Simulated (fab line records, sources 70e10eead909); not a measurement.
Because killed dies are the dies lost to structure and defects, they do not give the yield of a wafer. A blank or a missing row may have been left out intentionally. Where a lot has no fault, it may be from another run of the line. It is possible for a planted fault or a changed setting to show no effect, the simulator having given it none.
fab line records | flow nand_harc
[record] lots = 6 wafers = 17 last_day = 34
route steps=1302 shown A_STAIRCASE@662 END@1302
lots that met no fault: taken from a fault-free run of the same line
start_h: hours from the record's opening day to when the first of the lot's shown wafers began | wait_h: hours from the lot's prior step to this one | " same as the row above | L1.1+2: one row covering several wafers at once | - no value, or no start given | * or withheld: withheld | < > ~ a bound
route shown NAME@n: names a module that has steps shown in the file, with the first one's number in the route | usual: average and standard deviation across the fault-free wafers | same: alike in all rows | chamber/n: place in a boat | sites: per-site readings | _std_site: the standard deviation of these | _edge_site: outer sites' mean less inner sites' | radius_mm: for every site, how far away it sits from the centre of the wafer | mask NAME#n: copy n | behind: the tool/chamber that last shaped the wafer | hold: cause of the lot's hold/its duration in hours/its outcome | device: names the non-switching transistor (n, p or np) | end of line: tests run on the same wafers once the route is complete | a step without rows: its recipe alone | killed: dies lost to structure and defects at the first sort, not the wafer's yield | map: shows each die of a wafer: x if killed, . if not, _ if none is there
set.NAME: the setting the step ran with; set.NAME@STEP: the setting that earlier step ran with | model.NAME: the simulator's own value behind a step, which no gauge read
lots seen at some steps along the route; tables by step, rows by wafer
services: when a tool's chamber went out of use (start_h, in hours from the record's first day, below 0 if earlier), for how many hours, and the reason
[[steps]]
[step NHARC_A_STAIRCASE_EXPOSE_06]
[recipe] na = 0.5 dose_mj = 25.43 mask_id = STAIR
[step NHARC_A_STAIRCASE_PEB_07]
[recipe] peb_temp_c = 115 peb_time_s = 130
[step NHARC_A_STAIRCASE_DEVELOP_08]
[recipe] time_s = 140
[step NHARC_A_STAIRCASE_HARDBAKE_10]
[recipe] temp_c = 120 time_s = 140
[step NHARC_A_STAIRCASE_DESCUM_11]
[recipe] time_s = 3 o2_flow_sccm = 200 ar_flow_sccm = 0 bias_power_w = 0 chemistry = O2
[usual] drypump_motor_current_A = 5.8/0.55 o2_flow_sccm = 200.0/0.6 oes_product_au = 1.001/0.0079 rf_vpp_V = 57.7/0.91 showerhead_plenum_p_Torr = 1.90/0.09 throttle_valve_pct = 11.311/0.0093
[same] bias_power_w = 0
// columns lot.wafer tool chamber start_h wait_h drypump_motor_current_A o2_flow_sccm oes_product_au rf_hours_counter_h rf_vpp_V showerhead_plenum_p_Torr throttle_valve_pct
L919.1 rie_diel-02 3 357.80 - 5.4 200.2 1.011 43 57.6 1.90 11.310
L919.2 " 1 " " 5.6 199.8 0.995 47 56.5 1.85 11.306
L919.5 " 3 " " 5.4 200.1 1.007 - 58.7 1.89 11.303
L921.3 rie_diel-02 0 372.34 - 4.9 200.2 1.013 50 58.5 1.76 11.314
L921.2 " 1 " " 5.7 199.6 1.013 51 58.2 1.84 11.305
L921.5 " 2 " " 5.4 200.0 1.011 - 57.3 1.80 11.312
L927.3 rie_diel-02 3 455.35 - 5.4 198.9 0.996 13 58.6 1.89 11.310
L927.6 " 1 " " 5.6 200.1 0.993 - 57.6 1.84 11.314
L930.3 rie_diel-02 2 481.88 - 5.4 200.1 0.984 22 56.4 1.79 11.313
L930.6 " 0 " " 4.9 199.3 0.994 - 57.3 2.07 11.319
L930.4 " 2 " " 5.4 199.7 0.986 - 57.2 1.79 11.324
L935.1 rie_diel-04 0 521.39 - 6.0 199.3 1.000 63 57.1 1.77 11.319
L935.5 " 2 " " 6.3 200.8 1.008 - 57.5 1.84 11.318
L935.6 " 3 " " 6.0 199.2 0.999 - 57.7 1.85 11.299
L941.4 rie_diel-07 0 589.23 - 6.0 199.5 1.008 31 56.7 1.93 11.320
L941.3 " 2 " " 6.5 198.1 1.007 36 58.7 1.91 11.311
L941.1 " 3 " " 5.1 199.7 0.999 32 55.9 1.84 11.310
[step NHARC_A_STAIRCASE_TRIM_12]
[recipe] time_s = 211.2 o2_flow_sccm = 500 ar_flow_sccm = 0 bias_w = 0 chemistry = O2
[step NHARC_A_STAIRCASE_ETCH_13]
[recipe] target_depth_a = 1000 time_s = 40.5 ion_energy_ev = 400 c4f8_flow_sccm = 20 o2_flow_sccm = 10 ar_flow_sccm = withheld rf_w = 600 bias_w = 1000 chemistry = C4F8/O2
[step NHARC_A_STAIRCASE_TRIM_14]
[recipe] time_s = 211.2 o2_flow_sccm = 500 ar_flow_sccm = 0 bias_w = 0 chemistry = O2
[step NHARC_A_STAIRCASE_ETCH_15]
[recipe] target_depth_a = 1000 time_s = 40.5 ion_energy_ev = 400 c4f8_flow_sccm = 20 o2_flow_sccm = 10 ar_flow_sccm = withheld rf_w = 600 bias_w = 1000 chemistry = C4F8/O2
[usual] oes_product_au = 0.942/0.011 rf_vpp_V = 894/5.5
// columns lot.wafer tool chamber start_h wait_h oes_product_au rf_hours_counter_h rf_vpp_V
L919.1 rie_diel-02 0 - - 0.969 46 887
L919.2 " 3 " " 0.953 44 896
L919.5 " 1 " " 0.966 - 891
L921.3 rie_diel-02 3 - - 0.919 47 895
L921.2 " 1 " " 0.933 51 893
L921.5 " 2 " " 0.924 - 889
L927.3 rie_diel-02 3 - - 0.940 13 894
L927.6 " 1 " " 0.923 - 891
L930.3 rie_diel-02 2 - - 0.933 23 888
L930.4 " 3 " " 0.941 - 893
L930.6 " 0 " " 0.933 - 904
L935.1 rie_diel-04 1 - - 0.951 56 898
L935.5 " 3 " " 0.947 - 892
L935.6 " 0 " " 0.946 - 888
L941.1 rie_diel-07 2 - - 0.956 36 895
L941.3 " 3 " " 0.950 32 891
L941.4 " 1 " " 0.936 38 903
[step NHARC_A_STAIRCASE_TRIM_16]
[recipe] time_s = 211.2 o2_flow_sccm = 500 ar_flow_sccm = 0 bias_w = 0 chemistry = O2
[usual] drypump_motor_current_A = 5.8/0.54 o2_flow_sccm = 499.9/1.5 oes_product_au = 0.999/0.0081 rf_vpp_V = 57.8/0.97 run_length_s = 232.4/0.35 showerhead_plenum_p_Torr = 3.49/0.15 throttle_valve_pct = 17.037/0.0087
// columns lot.wafer tool chamber start_h wait_h drypump_motor_current_A o2_flow_sccm oes_product_au rf_hours_counter_h rf_vpp_V run_length_s showerhead_plenum_p_Torr throttle_valve_pct
L919.1 rie_diel-02 0 - - 4.9 498.3 1.008 46 58.3 232.5 3.27 17.040
L919.2 " 3 " " 5.4 500.8 0.997 44 56.9 232.4 3.50 17.028
L919.5 " 1 " " 5.7 500.4 0.994 - 58.6 232.4 3.41 17.047
L921.2 rie_diel-02 1 - - 5.7 497.7 1.003 51 57.8 232.4 3.41 17.040
L921.3 " 2 " " 5.4 499.3 1.015 48 56.7 232.3 3.34 17.033
L921.5 " 2 " " 5.4 500.1 0.996 - 57.7 232.5 3.34 17.031
L927.3 rie_diel-02 1 - - 5.7 501.6 0.984 11 57.6 232.4 3.40 17.026
L927.6 " 1 " " 5.7 502.4 0.993 - 56.9 232.3 3.40 17.028
L930.3 rie_diel-02 0 - - 4.9 502.5 0.999 26 59.0 232.6 3.79 17.031
L930.4 " 0 " " 4.9 502.2 1.000 - 58.6 233.0 3.79 17.020
L930.6 " 2 " " 5.5 502.0 0.989 - 57.8 232.3 3.32 17.028
L935.1 rie_diel-04 1 - - 6.7 498.8 0.997 56 58.0 232.1 3.61 17.037
L935.6 " 1 " " 6.8 501.1 0.996 - 59.1 232.5 3.61 17.039
L935.5 " 2 " " 6.4 498.9 1.007 - 56.6 232.9 3.39 17.018
L941.1 rie_diel-07 3 - - 5.1 496.7 0.996 32 57.8 232.6 3.39 17.044
L941.4 " 0 " " 6.1 498.5 1.002 31 58.8 232.5 3.56 17.035
L941.3 " 1 " " 6.1 500.0 0.995 38 57.3 231.7 3.72 17.036
[step NHARC_A_STAIRCASE_ETCH_17]
[recipe] target_depth_a = 1000 time_s = 40.5 ion_energy_ev = 400 c4f8_flow_sccm = 20 o2_flow_sccm = 10 ar_flow_sccm = withheld rf_w = 600 bias_w = 1000 chemistry = C4F8/O2
[usual] oes_product_au = 0.942/0.012 rf_vpp_V = 895/5.7
// columns lot.wafer tool chamber start_h wait_h oes_product_au rf_hours_counter_h rf_vpp_V
L919.1 rie_diel-02 2 - - 0.943 45 889
L919.2 " 3 " " 0.948 44 897
L919.5 " 1 " " 0.946 - 891
L921.2 rie_diel-02 2 - - 0.937 48 889
L921.3 " 0 " " 0.939 50 886
L921.5 " 2 " " 0.940 - 890
L927.3 rie_diel-02 3 - - 0.948 13 894
L927.6 " 3 " " 0.939 - 894
L930.3 rie_diel-02 2 - - 0.918 23 889
L930.6 " 3 " " 0.926 - 894
L930.4 " 0 " " 0.919 - 906
L935.1 rie_diel-04 0 - - 0.943 63 887
L935.5 " 1 " " 0.946 - 900
L935.6 " 2 " " 0.944 - 890
L941.3 rie_diel-07 3 - - 0.945 32 890
L941.4 " 0 " " 0.950 31 896
L941.1 " 1 " " 0.945 38 903
[step NHARC_A_STAIRCASE_TRIM_18]
[recipe] time_s = 211.2 o2_flow_sccm = 500 ar_flow_sccm = 0 bias_w = 0 chemistry = O2
[usual] drypump_motor_current_A = 5.8/0.55 o2_flow_sccm = 500.0/1.5 oes_product_au = 0.998/0.0079 rf_vpp_V = 57.8/0.87 run_length_s = 232.5/0.37 showerhead_plenum_p_Torr = 3.48/0.15 throttle_valve_pct = 17.037/0.0086
// columns lot.wafer tool chamber start_h wait_h drypump_motor_current_A o2_flow_sccm oes_product_au rf_hours_counter_h rf_vpp_V run_length_s showerhead_plenum_p_Torr throttle_valve_pct
L919.2 rie_diel-02 2 358.60 - 5.4 501.1 1.005 45 57.7 232.3 3.34 17.034
L919.1 " 3 " " 5.4 499.7 1.002 44 57.0 232.3 3.50 17.038
L919.5 " 1 " " 5.7 499.0 1.002 - 58.3 232.6 3.41 17.053
L921.3 rie_diel-02 0 373.53 - 4.9 499.9 1.001 50 56.1 232.7 3.27 17.035
L921.2 " 2 " " 5.4 497.9 0.993 48 57.4 233.1 3.34 17.045
L921.5 " 0 " " 4.9 498.3 1.009 - 57.9 233.0 3.27 17.031
L927.3 rie_diel-02 1 456.16 - 5.7 502.3 0.998 11 56.9 232.2 3.40 17.049
L927.6 " 2 " " 5.5 502.5 0.990 - 58.3 170.9 3.33 17.037
L930.3 rie_diel-02 0 483.80 - 4.9 501.4 0.983 26 56.8 232.6 3.79 17.032
L930.4 " 3 " " 5.4 497.7 0.982 - 55.8 232.5 3.48 17.035
L930.6 " 0 " " 4.9 500.0 0.992 - 58.0 171.0 3.79 17.053
L935.1 rie_diel-04 2 522.20 - 6.3 498.5 1.018 53 57.9 233.6 3.39 17.052
L935.6 " 3 " " 6.0 500.4 1.001 - 57.0 232.1 3.42 17.028
L935.5 " 0 " " 6.0 501.6 1.014 - 57.3 232.3 3.29 17.040
L941.1 rie_diel-07 1 590.01 - 6.1 501.6 1.000 38 58.2 232.0 3.72 17.035
L941.3 " 2 " " 6.5 500.1 1.009 36 58.6 232.1 3.52 17.027
L941.4 " 3 " " 5.1 498.6 0.995 32 58.0 232.7 3.39 17.034
[step NHARC_A_STAIRCASE_ETCH_19]
[recipe] target_depth_a = 1000 time_s = 40.5 ion_energy_ev = 400 c4f8_flow_sccm = 20 o2_flow_sccm = 10 ar_flow_sccm = withheld rf_w = 600 bias_w = 1000 chemistry = C4F8/O2
[usual] oes_product_au = 0.939/0.011 rf_vpp_V = 894/5.6
// columns lot.wafer tool chamber start_h wait_h oes_product_au rf_hours_counter_h rf_vpp_V
L919.2 rie_diel-02 0 - - 0.945 47 888
L919.1 " 3 " " 0.950 44 894
L919.5 " 1 " " 0.952 - 893
L921.3 rie_diel-02 0 - - 0.940 50 885
L921.2 " 2 " " 0.950 48 889
L921.5 " 0 " " 0.937 - 886
L927.3 rie_diel-02 2 - - 0.928 12 889
L927.6 " 0 " " 0.945 - 906
L930.3 rie_diel-02 3 - - 0.919 28 892
L930.4 " 3 " " 0.922 - 894
L930.6 " 2 " " 0.917 - 889
L935.1 rie_diel-04 2 - - 0.944 53 891
L935.6 " 0 " " 0.940 - 885
L935.5 " 1 " " 0.946 - 899
L941.3 rie_diel-07 0 - - 0.945 31 896
L941.1 " 1 " " 0.934 38 902
L941.4 " 3 " " 0.938 32 892
[step NHARC_END_SORT_01]
[recipe] temp_c = 25
[usual] killed_at_array = 53/21 killed_at_other = 1.0/1.3 killed_at_periphery = 3.8/2.4 killed_dies = 58/21 killed_open = 3.4/1.9 killed_short = 2.4/1.5
[same] gross_dies = 677
// columns lot.wafer tool chamber start_h wait_h killed_at_array killed_at_other killed_at_periphery killed_dies killed_open killed_short
L927.6 prober-01 0 667.67 4.0 490 2 6 498 5 2
L930.6 prober-01 0 695.51 4.0 470 0 1 471 1 2
// killed by level:class
L927.6 A_STAIRCASE:area_trim=429 A_CHANNEL_HOLE_D1:chamber_film_flake=29 A_SLIT:chamber_film_flake=18 A_CHANNEL_HOLE_D2:chamber_film_flake=3 A_SGD_CUT:chamber_film_flake=3 A_CHANNEL_FILL_D1:geometric_particle:short=2 P_M2:chamber_film_flake=2 THIN_TSV:chamber_film_flake=2
L930.6 A_STAIRCASE:area_trim=452 A_CONTACT:chamber_film_flake=6 A_CHANNEL_HOLE_D1:chamber_film_flake=4 A_SLIT:chamber_film_flake=2 A_CHANNEL_HOLE_D1:geometric_particle:short=1 A_CHANNEL_FILL_D1:geometric_particle:short=1 A_CONTACT:geometric_particle:open=1 P_GATE:chamber_film_flake=1
// map L927.6 (x killed, . not)
____________.____________
_________.x.x.x._________
_______xxx..x.x..x_______
______..x.x.xx...xx______
_____x.xxx.x..x..x.._____
____xx.xxxxx..xxxxxx.____
____x.xxx.x.xx..x.xx.____
___...xxx.xx.xxx.xxxx.___
___.x.x.xx..xxxxx.x..x___
__.xx.xx...xx.xxxx....x__
__..xx.xxxxxxx.xxx..x..__
_x.xxx..xxx.xxxxxxxx.xx._
_xxxxxxxxxxxx.xxx.xx..xx_
_.xx..xxxxxxxx.xx..xxxxx_
_....xxxxxxx.xxx.x.xx..._
_..xxxxxxxxxxxxxxxxxxxxx_
.xxxx.xxxxxxxxxxx.xxxx.xx
.x.x.xx.xxxxxxxx..x.xxxxx
....xxxxxxxxx.xx.xxx.xxx.
.xxx.xxxxxxxxxxxxxx.xxx.x
.xxxxxxxxxxxx.xxxxxx.xxxx
_xxxx.x.xxxxxxx.x.xx.xxx_
_.xxxxxxxx.x.x.xx..xxx.x_
_xxxxxxxxxxxxx.xx.xxxxxx_
_.xxxxxxxxxx.xxx.x.xxx.x_
_..xxxxxxxxxx.xxxx.xx.x._
__xxxxxxxxxxx.x.x.xxxx.__
__x.x.xxxx.xxxxxx..xxxx__
___..xxxxxxxxx.x.xxx.x___
___xxx.xxxxxxxx..x.xx.___
____xxxxxx.xxxxxx.xxx____
____.xxxxxx...xxxxxxx____
_____.xxxxxxxxxxxxx._____
______xxxxx.xxxxxxx______
_______xx.xxxxxxxx_______
_________x.xxx.x_________
____________x____________
// map L930.6 (x killed, . not)
____________.____________
_________x.x.xx._________
_______...x.x.xxxx_______
______.x.xxx.xxxxx.______
_____x...xxxx.xx.xx._____
____.xx.xxxxxxxx...xx____
____xx.x.x.xxxxxxxxxx____
___..xxx..xxxx.xxx..xx___
___x.xxxx.xxxxxxxxxxxx___
__x.....xx...xxxxxx.xx.__
__.x.x..xxxxxxxxxxxx..x__
_..x.x.xxxxxxxxxxxxx..xx_
_xxxxxxxx.xxxx.x..xxxx.x_
_...x.x..xxxxxxxxxxxxx.x_
_.....xxxxxxxxx.xxxx.xxx_
_.xxxxxxx.xxxxxxx.x.xx.x_
x.xx..x.xxx.xxxxxx.xxxx.x
..xxx.x.xxxxxxxxxx.xxxxxx
.....xxxxx.xxxxxx.xxxxxxx
..xxxxxx.xx.xxx.xxxxxxxx.
.....xxxxxxxxxx.xxxx.xxxx
_.xxxxxxxxx.xxxxxx.xx.x._
_....xxxxxxxxxxxxxxxxx.x_
_....x.xxxxxxxxxxx.xxxx._
_...xxx.xx.xxxxxxx.xxxx._
_x.x.xx.xxx.x.xxxxxxxx.._
__x..xxx.x.x.x.xxxx.xxx__
__....xx...xxxxxxxx.xxx__
___..xx.xxxxxxxxxx.xx.___
___xx..x..x.xxxxxxxxx.___
____.xx..x..xx..xxxx.____
____x.xx.xx.xx..xx.xx____
_____.x.xxxx.x.x.x.x_____
______x..xx..xx.xxx______
_______x.x.x.x..xx_______
_________..x...x_________
____________x____________
[[services]]
// columns tool chamber start_h hours kind
rie_diel-02 0 348.67 - clean
rie_diel-02 1 348.67 - clean
rie_diel-02 2 348.67 - clean
rie_diel-02 3 348.67 - clean
rie_diel-04 - 356.06 9.0 pm
rie_diel-02 0 373.22 - clean
rie_diel-02 1 373.22 - clean
rie_diel-02 2 373.22 - clean
rie_diel-02 3 373.22 - clean
rie_diel-02 2 380.55 4.6 repair
rie_diel-02 1 381.88 2.5 repair
rie_diel-02 1 385.54 6.1 repair
rie_diel-02 - 393.99 9.0 pm
rie_diel-02 0 393.99 9.0 vent_cycle
rie_diel-07 3 400.91 2.5 repair
rie_diel-04 1 437.29 2.6 repair
rie_diel-07 1 452.42 8.5 repair
rie_diel-07 - 473.40 9.0 pm
rie_diel-02 1 479.20 9.0 repair
rie_diel-07 - 510.32 0.1 repair
rie_diel-04 - 533.09 9.0 pm
rie_diel-02 2 543.98 5.1 repair
rie_diel-07 0 544.77 7.0 repair
rie_diel-02 - 570.99 9.0 pm
[[key]]
[first_sign] step = NHARC_A_STAIRCASE_TRIM_18 reading = run_length_s direction = down sigmas = 99+ usual = * struck = *
[effect] step = NHARC_END_SORT_01 reading = killed_dies direction = up sigmas = 20 usual = 58 struck = 484
[more_kills_born_at] NHARC_A_STAIRCASE_TRIM_18@rie_diel-02 = 881
met_at NHARC_A_STAIRCASE_TRIM_18
struck_wafers L927.6,L930.6
later_rows_left_out L927.6,L930.6
tester_left_out L927,L930
onset_between 373.53 456.16
[fault] kind = process_parameter_drift tool = rie_diel-02 chamber = - onset_h = 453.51 steps = NHARC_A_STAIRCASE_TRIM_18 channel = time_s offset = * shape = step end_h = 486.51 scope = struck_wafers_only acts_in = * stated = *
// tester_left_out: of these lots the tester's yield and bins aren't shown, on N5 and GAA mostly nor the transistor test; their killed dies are dies lost to structure and defects alone, not to doping, threshold or leakage, so they don't give the yield
// later_rows_left_out: the simulator's readings of these wafers behind a module that went badly wrong aren't trusted and aren't shown, but for the sort
